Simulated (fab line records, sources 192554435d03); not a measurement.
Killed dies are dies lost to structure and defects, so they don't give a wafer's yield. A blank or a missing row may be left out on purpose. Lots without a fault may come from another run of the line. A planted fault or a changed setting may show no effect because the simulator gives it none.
One fault seen from 3 desks | flow n5_finfet | each desk has only its own numbers; what lay behind them comes last

THE TOOL OWNER'S DESK: rie_diel-06
The tool's own readings at N5_HKMG_FIN_DESCUM_17 (chemistry O2, time 7.9 s): means of the sampled wafers that have a number, for each lot that ran on this tool. A lot is out of limits, marked OUT, if its mean lies more than 4 standard deviations from the usual mean; the brackets give that distance.
Columns: A = drypump_motor_current_A at N5_HKMG_FIN_DESCUM_17, usual 5.6 A; B = oes_product_au at N5_HKMG_FIN_DESCUM_17, usual 0.77 a.u.; C = rf_vpp_V at N5_HKMG_FIN_DESCUM_17, usual 242.8 V; D = showerhead_plenum_p_Torr at N5_HKMG_FIN_DESCUM_17, usual 2.08 Torr; E = throttle_valve_pct at N5_HKMG_FIN_DESCUM_17, usual 20.43 %
lot  | first seen here | A   | B    | C     | D    | E
L922 | day 5 05:02     | 5.4 | 0.73 | 243.0 | 2.09 | 20.41
L927 | day 6 10:11     | 5.9 | 0.69 | 241.3 | 1.99 | 20.41
L933 | day 8 00:59     | 6.4 | 0.71 | 242.3 | 1.99 | 20.32
L934 | day 8 03:50     | 5.6 | 0.73 | 242.3 | 2.09 | 20.41
This desk's finding: nothing out of limits on any of the 4 lots.

THE DEFECT DESK
What the inspections along the route counted, lot by lot: means of the sampled wafers that have a number. A lot is out of limits, marked OUT, if its mean lies more than 4 standard deviations from the usual mean; the brackets give that distance.
Columns: A = raw_defect_count at N5_HKMG_FIN_INSPECT_14, usual 2.2
lot  | first seen here | A
L922 | day 5 05:00     | 1.0
L927 | day 6 10:10     | 2.3
L933 | day 8 00:28     | 1.5
L934 | day 8 03:30     | 1.0
L937 | day 8 19:54     | 1.7
L940 | day 9 16:38     | 2.0
This desk's finding: nothing out of limits on any of the 6 lots.

THE METROLOGY DESK
What the gauges read, lot by lot, whatever tool the lot ran on: means of the sampled wafers that have a number. A lot is out of limits, marked OUT, if its mean lies more than 4 standard deviations from the usual mean; the brackets give that distance. Of its 12 readings 7 are shown: those that lie furthest out on some lot.
Columns: A = cd_nm at N5_HKMG_FIN_CD_MEAS_12, usual 93.1 nm; B = NWFM_OVL at N5_HKMG_FIN_OVL_MEAS_13, usual -0.2 nm; C = IOFF_P at N5_BEOL_M4_RC_MEAS_101, usual 0.20 nA/um; D = ION_N at N5_BEOL_M4_RC_MEAS_101, usual 672 uA/um; E = ION_P at N5_BEOL_M4_RC_MEAS_101, usual 462 uA/um; F = SS_P at N5_BEOL_M4_RC_MEAS_101, usual 73.1 mV/dec; G = VT_P at N5_BEOL_M4_RC_MEAS_101, usual -251 mV
lot  | first seen here | A    | B    | C    | D   | E   | F    | G
L922 | day 5 04:57     | 93.2 | -0.4 | 0.16 | 656 | 452 | 72.2 | -257
L927 | day 6 10:07     | 93.6 | -0.4 | 0.20 | 672 | 466 | 73.0 | -248
L933 | day 8 00:25     | 92.0 | 0.0  | 0.22 | 670 | 467 | 73.2 | -248
L934 | day 8 03:26     | 93.2 | 0.4  | 0.19 | 677 | 463 | 73.4 | -253
L937 | day 8 19:51     | 92.4 | 0.6  | 0.18 | 669 | 457 | 72.4 | -255
L940 | day 9 16:34     | 92.9 | 0.6  | 0.19 | 681 | 465 | 72.6 | -251
This desk's finding: nothing out of limits on any of the 6 lots.

PUT TOGETHER
The tool owner's desk saw nothing out of limits.
The defect desk saw nothing out of limits.
The metrology desk saw nothing out of limits.

WHAT THE SIMULATOR HAD PUT IN
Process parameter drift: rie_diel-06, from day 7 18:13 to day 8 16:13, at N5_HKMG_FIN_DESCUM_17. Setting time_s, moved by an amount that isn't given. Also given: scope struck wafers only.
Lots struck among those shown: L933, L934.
